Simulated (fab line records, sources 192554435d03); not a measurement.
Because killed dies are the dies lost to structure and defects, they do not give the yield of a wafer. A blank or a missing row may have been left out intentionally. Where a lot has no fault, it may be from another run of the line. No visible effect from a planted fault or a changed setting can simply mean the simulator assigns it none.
fab line records -- flow n5-finfet -- part 1 of 2: steps 1 to 3 of 6
record: lots: 23, wafers: 69, last-day: 17
route steps=1938 shown BEOL_M7@1329 BEOL_M8@1348
lots with no fault: from the same line, run without faults
start-h: hours from the record's opening day to when the first of the lot's shown wafers began -- wait-h: how many hours have passed since the lot's step before this one -- " the same as in the row above -- L1.1+2: a single row standing in for several wafers -- - either no value or no given start -- * or withheld: withheld -- < > ~ a bound
route shown NAME@n: names a module that has steps shown in the file, with the first one's number in the route -- usual: average and standard deviation across the fault-free wafers -- same: alike in all rows -- chamber/n: place in a boat -- sites: readings site by site -- _std_site: how widely they spread, as a standard deviation -- _edge_site: outer sites' mean less inner sites' -- radius-mm: how far each site lies from the wafer's centre -- mask NAME#n: copy n -- behind: tool/chamber where the wafer was last shaped -- hold: the reason the lot was held/the length of the hold in hours/how it ended -- device: which transistor (n, p or np) failed to switch -- end of line: the same wafers' tests at the end of the route -- a step given without rows: its recipe and nothing more -- killed: dies lost to structure and defects at the first sort, not the wafer's yield -- map: the dies of a wafer, with x for killed, . for not killed, _ for no die there
set.NAME: the setting that was run; set.NAME@STEP: the one run at that earlier step -- model.NAME: the simulator's own value behind a step, which no gauge read
steps of the route over a sample of lots; a table a step, a row a wafer
services: when a tool's chamber went out of use (start-h, in hours from the record's first day, below 0 if earlier), for how many hours, and the reason
== steps ==
step: N5_BEOL_M7_DEP_56
recipe: material: SiCN, target-thk-a: 100, temp-c: withheld, precursor: 3MS/NH3, pressure-torr: 3, rf-w: 202, time-s: 17.5
usual: rf-fwd-power-W: 199.6/1, showerhead-plenum-p-Torr: 3.658/0.0096, throttle-valve-pct: 8.9/0.44
lot.wafer,tool,chamber,start-h,wait-h,rf-fwd-power-W,showerhead-plenum-p-Torr,throttle-valve-pct
L074.1,pecvd-04,2,180.26,0.0,198.6,3.663,9.8
L074.3,pecvd-04,0,180.26,0.0,199.5,3.651,9.0
L074.5,pecvd-04,0,180.26,0.0,199.9,3.663,9.1
L077.1,pecvd-03,1,201.29,0.0,199.3,3.658,8.8
L077.4,pecvd-03,0,201.29,0.0,200.0,3.654,8.7
L077.6,pecvd-03,1,201.29,0.0,198.0,3.660,8.8
L075.3,pecvd-04,1,215.12,0.0,201.3,3.656,9.9
L075.5,pecvd-04,1,215.12,0.0,200.0,3.653,9.3
L075.6,pecvd-04,0,215.12,0.0,201.1,3.662,8.8
L078.1,pecvd-04,1,216.34,0.0,200.1,3.659,9.8
L078.2,pecvd-04,0,216.34,0.0,200.5,3.658,9.1
L078.3,pecvd-04,1,216.34,0.0,200.3,3.645,9.7
L076.1,pecvd-04,0,225.17,0.0,201.4,3.658,8.7
L076.4,pecvd-04,1,225.17,0.0,199.6,3.659,9.6
L076.5,pecvd-04,0,225.17,0.0,201.1,3.651,9.2
L080.1,pecvd-03,2,230.75,0.0,199.7,3.651,8.8
L080.2,pecvd-03,1,230.75,0.0,200.5,3.657,8.7
L080.6,pecvd-03,2,230.75,0.0,199.4,3.638,8.6
L079.2,pecvd-04,0,234.09,0.0,200.0,3.655,8.7
L079.3,pecvd-04,1,234.09,0.0,200.3,3.653,9.7
L079.5,pecvd-04,1,234.09,0.0,200.7,3.658,9.4
L081.2,pecvd-02,0,257.20,0.0,200.2,3.639,9.7
L081.4,pecvd-02,1,257.20,0.0,199.4,3.678,9.3
L081.5,pecvd-02,0,257.20,0.0,200.1,3.646,9.4
L083.1,pecvd-02,1,258.86,0.0,198.9,3.683,9.2
L083.3,pecvd-02,2,258.86,0.0,198.2,3.667,8.6
L083.5,pecvd-02,1,258.86,0.0,200.9,3.682,9.4
L082.3,pecvd-04,0,261.27,0.0,200.9,3.647,9.0
L082.4,pecvd-04,2,261.27,0.0,198.7,3.663,8.5
L082.5,pecvd-04,1,261.27,0.0,199.0,3.649,9.5
L084.1,pecvd-04,0,262.69,0.0,199.8,3.659,9.1
L084.3,pecvd-04,2,262.69,0.0,198.0,3.667,8.4
L084.5,pecvd-04,1,262.69,0.0,200.4,3.651,9.6
L085.2,pecvd-03,1,266.10,0.0,199.5,3.648,8.6
L085.4,pecvd-03,2,266.10,0.0,198.6,3.640,8.6
L085.5,pecvd-03,0,266.10,0.0,200.8,3.665,8.8
L086.2,pecvd-03,0,275.32,0.0,201.1,3.658,8.7
L086.4,pecvd-03,1,275.32,0.0,198.9,3.660,8.6
L086.6,pecvd-03,2,275.32,0.0,199.2,3.653,8.7
L088.3,pecvd-03,1,282.77,0.0,199.2,3.665,8.7
L088.4,pecvd-03,1,282.77,0.0,199.9,3.670,8.3
L088.5,pecvd-03,2,282.77,0.0,199.1,3.653,8.8
L087.2,pecvd-03,1,283.76,0.0,199.5,3.659,8.9
L087.3,pecvd-03,0,283.76,0.0,200.8,3.667,8.7
L087.4,pecvd-03,0,283.76,0.0,199.7,3.664,8.6
L089.1,pecvd-02,2,285.53,0.0,198.0,3.672,8.4
L089.3,pecvd-02,0,285.53,0.0,201.1,3.637,9.8
L089.4,pecvd-02,0,285.53,0.0,200.6,3.636,9.3
L090.1,pecvd-02,0,300.15,0.0,199.9,3.641,9.5
L090.2,pecvd-02,1,300.15,0.0,200.2,3.674,9.3
L090.3,pecvd-02,2,300.15,0.0,198.9,3.657,8.2
L091.1,pecvd-03,0,313.98,0.0,200.8,3.652,8.9
L091.2,pecvd-03,1,313.98,0.0,198.5,3.658,8.6
L091.5,pecvd-03,0,313.98,0.0,200.5,3.670,8.9
L092.1,pecvd-04,2,314.35,0.0,198.0,3.653,8.6
L092.4,pecvd-04,0,314.35,0.0,199.2,3.660,9.1
L092.5,pecvd-04,2,314.35,0.0,197.5,3.653,8.5
L093.1,pecvd-03,0,316.29,0.0,200.2,3.661,8.8
L093.2,pecvd-03,1,316.29,0.0,199.3,3.655,8.8
L093.5,pecvd-03,0,316.29,0.0,200.3,3.656,8.7
L095.2,pecvd-03,0,328.44,0.0,201.3,3.655,8.8
L095.4,pecvd-03,1,328.44,0.0,198.4,3.654,8.7
L095.6,pecvd-03,2,328.44,0.0,199.6,3.652,8.7
L096.1,pecvd-02,0,331.88,0.0,199.3,3.645,9.4
L096.2,pecvd-02,1,331.88,0.0,199.3,3.681,9.5
L096.6,pecvd-02,2,331.88,0.0,198.1,3.672,8.5
L097.1,pecvd-03,1,336.74,0.0,200.0,3.660,8.9
L097.2,pecvd-03,0,336.74,0.0,200.7,3.670,8.8
L097.4,pecvd-03,2,336.74,0.0,198.9,3.652,8.8
step: N5_BEOL_M8_DESCUM_16
recipe: chemistry: O2, time-s: 7.9, source-power-w: 50, bias-power-w: 20, pressure-mtorr: 20, rf-frequency-hz: 2.712e+07, temp-c: 40, resist: CAR-ArF, o2-flow-sccm: 225
usual: drypump-motor-current-A: 5.9/0.42, oes-product-au: 0.81/0.11, rf-fwd-power-W: 49.39/0.24, rf-vpp-V: 243.2/1.1, showerhead-plenum-p-Torr: 2.09/0.053, throttle-valve-pct: 20.43/0.24
lot.wafer,tool,chamber,start-h,wait-h,drypump-motor-current-A,oes-product-au,rf-fwd-power-W,rf-hours-counter-h,rf-vpp-V,showerhead-plenum-p-Torr,throttle-valve-pct
L074.1,rie-diel-01,2,181.89,0.1,5.9,0.76,49.28,147,243.7,2.09,20.26
L074.3,rie-diel-01,3,181.89,0.1,6.1,0.86,49.39,55,244.5,2.13,20.53
L074.5,rie-diel-01,0,181.89,0.1,6.4,0.89,49.30,-,245.2,2.22,20.47
L077.1,rie-diel-03,2,204.63,0.3,5.8,0.70,49.23,193,242.2,2.08,20.62
L077.4,rie-diel-03,3,204.63,0.3,6.1,0.69,49.61,247,242.8,2.05,20.49
L077.6,rie-diel-03,0,204.63,0.3,5.5,0.69,49.45,-,242.7,2.14,20.41
L075.3,rie-diel-03,2,218.89,0.4,5.8,0.69,49.19,199,243.5,2.07,20.61
L075.5,rie-diel-03,1,218.89,0.4,6.0,0.95,49.37,-,243.4,2.05,20.37
L075.6,rie-diel-03,0,218.89,0.4,5.5,0.68,49.16,-,245.2,2.14,20.41
L078.1,rie-diel-04,2,218.97,0.3,5.2,0.71,49.27,205,241.3,2.07,20.67
L078.2,rie-diel-04,0,218.97,0.3,5.4,0.68,49.40,241,241.2,2.06,20.46
L078.3,rie-diel-04,3,218.97,0.3,6.1,0.94,49.21,12,241.7,2.06,20.19
L076.1,rie-diel-01,3,226.83,0.4,6.1,0.84,49.09,71,244.8,2.12,20.57
L076.4,rie-diel-01,2,226.83,0.4,5.9,0.75,49.57,164,243.1,2.09,20.28
L076.5,rie-diel-01,2,226.83,0.4,5.9,0.74,49.29,-,243.2,2.09,20.28
L080.1,rie-diel-04,2,233.25,0.0,5.2,0.71,49.23,209,242.9,2.06,20.67
L080.2,rie-diel-04,3,233.25,0.0,6.0,0.92,49.06,17,242.7,2.05,20.20
L080.6,rie-diel-04,2,233.25,0.0,5.1,0.71,49.13,-,243.3,2.06,20.70
L079.2,rie-diel-01,0,237.14,0.3,6.4,0.85,49.20,51,245.5,2.21,20.50
L079.3,rie-diel-01,3,237.14,0.3,6.1,0.82,49.45,75,244.2,2.12,20.57
L079.5,rie-diel-01,2,237.14,0.3,5.9,0.73,49.70,-,242.3,2.09,20.29
L081.2,rie-diel-03,1,259.28,0.0,6.0,0.90,49.38,20,242.6,2.05,20.39
L081.4,rie-diel-03,2,259.28,0.0,5.8,0.69,49.13,213,242.6,2.07,20.64
L081.5,rie-diel-03,2,259.28,0.0,5.8,0.69,49.35,-,241.9,2.07,20.65
L083.1,rie-diel-03,2,260.80,0.0,5.8,0.69,49.15,213,242.8,2.07,20.63
L083.3,rie-diel-03,0,260.80,0.0,5.5,1.02,49.58,0,244.0,2.14,20.01
L083.5,rie-diel-03,0,260.80,0.0,5.5,1.01,49.62,-,245.1,2.14,20.02
L082.3,rie-diel-04,2,265.41,0.0,5.1,0.70,49.53,224,243.3,2.06,20.70
L082.4,rie-diel-04,3,265.41,0.0,6.1,0.88,49.24,33,242.8,2.05,20.21
L082.5,rie-diel-04,3,265.41,0.0,6.1,0.89,49.01,-,242.0,2.05,20.21
L084.1,rie-diel-03,2,265.55,0.0,5.8,0.69,49.10,216,242.6,2.07,20.65
L084.3,rie-diel-03,0,265.55,0.0,5.5,1.00,49.70,3,243.2,2.14,20.01
L084.5,rie-diel-03,3,265.55,0.0,6.1,0.96,49.60,-,242.2,2.05,20.13
L085.2,rie-diel-03,3,270.50,0.0,6.2,0.96,49.65,14,243.6,2.05,20.15
L085.4,rie-diel-03,2,270.50,0.0,5.8,0.68,49.22,-,242.2,2.07,20.64
L085.5,rie-diel-03,3,270.50,0.0,6.2,0.95,49.59,-,242.0,2.05,20.15
L086.2,rie-diel-04,3,277.60,0.0,6.0,0.88,49.09,36,240.8,2.05,20.20
L086.4,rie-diel-04,0,277.60,0.0,5.4,0.95,49.23,5,242.3,2.06,20.09
L086.6,rie-diel-04,0,277.60,0.0,5.4,0.95,49.07,-,242.3,2.06,20.08
L088.3,rie-diel-04,2,285.88,0.0,5.2,0.70,49.35,231,243.4,2.06,20.72
L088.4,rie-diel-04,3,285.88,0.0,6.1,0.88,49.28,38,242.6,2.05,20.21
L088.5,rie-diel-04,2,285.88,0.0,5.2,0.69,49.20,-,242.5,2.06,20.72
L087.2,rie-diel-04,1,286.20,0.0,5.7,0.74,49.72,180,244.7,2.16,20.72
L087.3,rie-diel-04,2,286.20,0.0,5.1,0.70,49.21,231,241.6,2.06,20.71
L087.4,rie-diel-04,3,286.20,0.0,6.0,0.89,48.84,39,243.5,2.05,20.22
L089.1,rie-diel-01,0,286.93,0.0,6.5,0.83,49.36,71,243.7,2.20,20.51
L089.3,rie-diel-01,2,286.93,0.0,5.9,0.72,49.72,186,241.3,2.08,20.32
L089.4,rie-diel-01,1,286.93,0.0,6.7,0.70,49.79,231,242.9,2.05,20.65
L090.1,rie-diel-04,3,302.85,0.4,6.0,0.87,49.09,43,242.4,2.05,20.24
L090.2,rie-diel-04,1,302.85,0.4,5.7,0.74,49.68,186,242.2,2.16,20.68
L090.3,rie-diel-04,2,302.85,0.4,5.2,0.70,49.43,236,241.5,2.05,20.73
L091.1,rie-diel-01,2,316.30,0.0,5.9,0.71,49.79,195,243.7,2.08,20.32
L091.2,rie-diel-01,0,316.30,0.0,6.4,0.81,49.40,81,244.5,2.20,20.54
L091.5,rie-diel-01,3,316.30,0.0,6.1,0.79,49.33,-,243.5,2.11,20.61
L092.1,rie-diel-01,2,316.56,0.2,5.9,0.71,49.30,195,243.3,2.08,20.32
L092.4,rie-diel-01,1,316.56,0.2,6.6,0.69,49.67,242,242.0,2.05,20.68
L092.5,rie-diel-01,0,316.56,0.2,6.5,0.81,49.37,-,245.6,2.20,20.54
L093.1,rie-diel-04,0,318.46,0.1,5.4,0.91,49.03,18,243.3,2.05,20.08
L093.2,rie-diel-04,1,318.46,0.1,5.7,0.73,49.83,191,245.5,2.16,20.72
L093.5,rie-diel-04,0,318.46,0.1,5.4,0.91,48.89,-,242.7,2.05,20.11
L095.2,rie-diel-04,3,331.90,0.6,6.0,0.85,49.36,53,242.1,2.04,20.23
L095.4,rie-diel-04,0,331.90,0.6,5.4,0.90,49.18,23,243.1,2.05,20.11
L095.6,rie-diel-04,2,331.90,0.6,5.2,0.70,49.03,-,242.0,2.05,20.71
L096.1,rie-diel-03,1,335.59,0.7,6.0,0.87,48.98,37,243.1,2.04,20.42
L096.2,rie-diel-03,0,335.59,0.7,5.5,0.93,49.46,29,243.8,2.13,20.06
L096.6,rie-diel-03,3,335.59,0.7,6.1,0.90,49.32,-,243.5,2.04,20.17
L097.1,rie-diel-03,0,338.98,0.2,5.5,0.93,49.37,31,243.7,2.13,20.06
L097.2,rie-diel-03,1,338.98,0.2,6.0,0.88,49.57,39,242.9,2.04,20.41
L097.4,rie-diel-03,1,338.98,0.2,6.0,0.87,49.27,-,242.5,2.04,20.42
step: N5_BEOL_M8_STRIP_19
recipe: chemistry: O2, power-w: 400, temp-c: 40, pressure-mtorr: 30, rf-frequency-hz: 6e+07, bias-power-w: 0, overash-fraction: 0.2, o2-flow-sccm: 225
usual: drypump-motor-current-A: 5.9/0.43, oes-product-au: 0.80/0.095, rf-vpp-V: 3.6/0.61, showerhead-plenum-p-Torr: 2.10/0.055, throttle-valve-pct: 16.70/0.24
lot.wafer,tool,chamber,start-h,wait-h,drypump-motor-current-A,oes-product-au,rf-hours-counter-h,rf-vpp-V,showerhead-plenum-p-Torr,throttle-valve-pct
L074.1,rie-diel-01,2,182.28,0.1,5.9,0.76,147,3.2,2.10,16.53
L074.3,rie-diel-01,3,182.28,0.1,6.1,0.85,55,3.0,2.13,16.73
L074.5,rie-diel-01,2,182.28,0.1,5.9,0.76,-,4.1,2.10,16.50
L077.1,rie-diel-04,1,205.02,0.1,5.7,0.76,149,3.0,2.18,16.88
L077.4,rie-diel-04,1,205.02,0.1,5.7,0.76,-,5.2,2.18,16.90
L077.6,rie-diel-04,3,205.02,0.1,6.1,0.95,-,3.0,2.06,16.37
L075.3,rie-diel-01,3,219.28,0.1,6.1,0.84,69,3.0,2.13,16.78
L075.5,rie-diel-01,0,219.28,0.1,6.4,0.86,-,3.9,2.21,16.69
L075.6,rie-diel-01,3,219.28,0.1,6.1,0.83,-,3.7,2.13,16.76
L078.1,rie-diel-04,1,219.37,0.1,5.7,0.76,155,3.8,2.18,16.93
L078.2,rie-diel-04,0,219.37,0.1,5.4,0.68,241,2.5,2.07,16.73
L078.3,rie-diel-04,2,219.37,0.1,5.1,0.70,205,3.4,2.07,16.94
L076.1,rie-diel-01,1,227.22,0.1,6.6,0.71,217,4.1,2.06,16.90
L076.4,rie-diel-01,3,227.22,0.1,6.1,0.84,71,2.9,2.13,16.77
L076.5,rie-diel-01,1,227.22,0.1,6.6,0.70,-,3.0,2.06,16.91
L080.1,rie-diel-01,2,233.64,0.1,5.9,0.73,166,3.6,2.09,16.55
L080.2,rie-diel-01,3,233.64,0.1,6.1,0.82,73,3.0,2.13,16.77
L080.6,rie-diel-01,3,233.64,0.1,6.1,0.82,-,3.1,2.13,16.75
L079.2,rie-diel-01,0,237.56,0.1,6.5,0.86,52,3.0,2.21,16.68
L079.3,rie-diel-01,2,237.56,0.1,5.9,0.73,168,4.8,2.09,16.54
L079.5,rie-diel-01,3,237.56,0.1,6.1,0.83,-,3.6,2.12,16.77
L081.2,rie-diel-03,2,259.73,0.1,5.8,0.69,213,3.4,2.07,16.90
L081.4,rie-diel-03,3,259.73,0.1,6.1,0.97,9,2.9,2.05,16.35
L081.5,rie-diel-03,1,259.73,0.1,6.0,0.91,-,4.0,2.05,16.60
L083.1,rie-diel-01,1,261.19,0.1,6.6,0.70,222,2.9,2.06,16.91
L083.3,rie-diel-01,0,261.19,0.1,6.4,0.85,61,2.7,2.21,16.71
L083.5,rie-diel-01,3,261.19,0.1,6.1,0.82,-,3.7,2.12,16.80
L082.3,rie-diel-04,0,265.79,0.1,5.4,0.97,2,3.8,2.06,16.28
L082.4,rie-diel-04,2,265.79,0.1,5.1,0.70,225,4.2,2.06,16.98
L082.5,rie-diel-04,3,265.79,0.1,6.0,0.90,-,2.9,2.05,16.40
L084.1,rie-diel-04,3,265.94,0.1,6.0,0.88,33,2.8,2.05,16.40
L084.3,rie-diel-04,2,265.94,0.1,5.2,0.70,225,4.6,2.06,16.99
L084.5,rie-diel-04,0,265.94,0.1,5.4,0.99,-,3.5,2.06,16.29
L085.2,rie-diel-01,3,271.00,0.2,6.1,0.81,87,3.8,2.12,16.80
L085.4,rie-diel-01,1,271.00,0.2,6.7,0.71,226,2.6,2.06,16.92
L085.5,rie-diel-01,2,271.00,0.2,5.9,0.73,-,3.3,2.09,16.58
L086.2,rie-diel-03,2,278.04,0.1,5.8,0.68,221,4.8,2.07,16.94
L086.4,rie-diel-03,0,278.04,0.1,5.5,0.97,-,3.7,2.14,16.26
L086.6,rie-diel-03,3,278.04,0.1,6.1,0.94,-,3.1,2.05,16.36
L088.3,rie-diel-03,1,286.27,0.1,6.0,0.90,23,2.8,2.05,16.59
L088.4,rie-diel-03,0,286.27,0.1,5.5,0.96,12,3.2,2.14,16.28
L088.5,rie-diel-03,0,286.27,0.1,5.5,0.96,-,3.5,2.14,16.27
L087.2,rie-diel-04,3,286.59,0.1,6.1,0.87,39,3.6,2.05,16.43
L087.3,rie-diel-04,0,286.59,0.1,5.4,0.94,8,3.6,2.06,16.28
L087.4,rie-diel-04,2,286.59,0.1,5.2,0.70,231,3.7,2.06,17.00
L089.1,rie-diel-04,1,287.41,0.2,5.7,0.74,181,4.0,2.17,16.97
L089.3,rie-diel-04,3,287.41,0.2,6.0,0.88,39,4.4,2.05,16.43
L089.4,rie-diel-04,2,287.41,0.2,5.1,0.70,231,3.3,2.06,16.98
L090.1,rie-diel-04,0,303.33,0.2,5.4,0.93,13,3.6,2.06,16.29
L090.2,rie-diel-04,3,303.33,0.2,6.0,0.88,44,3.6,2.05,16.42
L090.3,rie-diel-04,1,303.33,0.2,5.7,0.73,186,3.1,2.16,16.98
L091.1,rie-diel-01,1,316.81,0.2,6.6,0.68,242,3.4,2.05,16.96
L091.2,rie-diel-01,3,316.81,0.2,6.1,0.80,103,3.5,2.12,16.83
L091.5,rie-diel-01,0,316.81,0.2,6.5,0.82,-,4.5,2.20,16.76
L092.1,rie-diel-03,3,317.38,0.5,6.1,0.93,31,4.6,2.04,16.41
L092.4,rie-diel-03,0,317.38,0.5,5.5,0.94,22,3.3,2.14,16.28
L092.5,rie-diel-03,2,317.38,0.5,5.8,0.67,-,3.7,2.07,16.95
L093.1,rie-diel-04,2,318.84,0.1,5.2,0.69,242,3.8,2.06,17.01
L093.2,rie-diel-04,1,318.84,0.1,5.7,0.72,191,3.2,2.16,16.98
L093.5,rie-diel-04,2,318.84,0.1,5.1,0.69,-,3.8,2.06,17.01
L095.2,rie-diel-01,1,332.32,0.1,6.6,0.69,248,4.6,2.05,16.99
L095.4,rie-diel-01,0,332.32,0.1,6.5,0.82,87,3.1,2.20,16.77
L095.6,rie-diel-01,0,332.32,0.1,6.4,0.81,-,3.1,2.20,16.79
L096.1,rie-diel-01,1,336.08,0.2,6.6,0.69,250,3.6,2.05,16.96
L096.2,rie-diel-01,0,336.08,0.2,6.4,0.79,89,3.4,2.20,16.76
L096.6,rie-diel-01,2,336.08,0.2,5.9,0.70,-,3.6,2.08,16.61
L097.1,rie-diel-01,2,339.41,0.1,5.9,0.70,204,2.5,2.08,16.61
L097.2,rie-diel-01,3,339.41,0.1,6.1,0.78,111,4.0,2.11,16.84
L097.4,rie-diel-01,2,339.41,0.1,5.9,0.70,-,3.4,2.08,16.62
